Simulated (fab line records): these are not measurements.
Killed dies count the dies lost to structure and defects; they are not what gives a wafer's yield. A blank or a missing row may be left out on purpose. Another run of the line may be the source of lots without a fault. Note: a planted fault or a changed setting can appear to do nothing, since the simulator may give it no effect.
Chamber matching -- flow n5 finfet -- N5_BEOL_M11_STRIP_67 on rie diel-06: 4 sister chambers
The step strips in CF4. 8 wafers are shown with their chamber, then 10 later ones without.

## WAFERS, EACH WITH ITS CHAMBER
wafer,chamber,showerhead plenum p Torr (Torr),throttle valve pct (%)
L075.2,0,1.78,13.85
L079.5,0,1.78,13.84
L079.6,3,1.81,13.41
L081.3,1,1.86,13.44
L081.5,1,1.86,13.44
L081.6,2,1.78,13.16
L085.2,3,1.80,13.44
L085.3,2,1.78,13.18

## WAFERS WITH NO CHAMBER GIVEN
wafer,showerhead plenum p Torr (Torr),throttle valve pct (%)
L085.4,1.78,13.88
L090.3,1.86,13.45
L090.4,1.80,13.45
L090.6,1.86,13.42
L096.1,1.86,13.47
L096.2,1.77,13.21
L096.5,1.77,13.21
L093.2,1.86,13.49
L093.3,1.77,13.90
L093.6,1.77,13.21

## CHAMBER TAKEN BY EACH
wafer,from the rows above,in truth
L085.4,0,0
L090.3,1,1
L090.4,3,3
L090.6,1,1
L096.1,1,1
L096.2,2,2
L096.5,2,2
L093.2,1,1
L093.3,0,0
L093.6,2,2
Correct placement for 10 of the 10. Number that these rows cannot place: 0. Number placed wrongly: 0.
How it was worked out, from the rows above alone: a wafer's distance from a chamber is the root of the sum, over the readings, of the square of ((its reading less the chamber's mean) divided by the reading's scatter). If the next closest chamber is less than 2 further off than the closest, the wafer can't be placed; otherwise it belongs to the closest. The mean given for a chamber averages the wafers shown for that chamber. The scatter: the root of (the sum of the squares of (reading less its chamber's mean) over the shown wafers, divided by (wafers less chambers)).
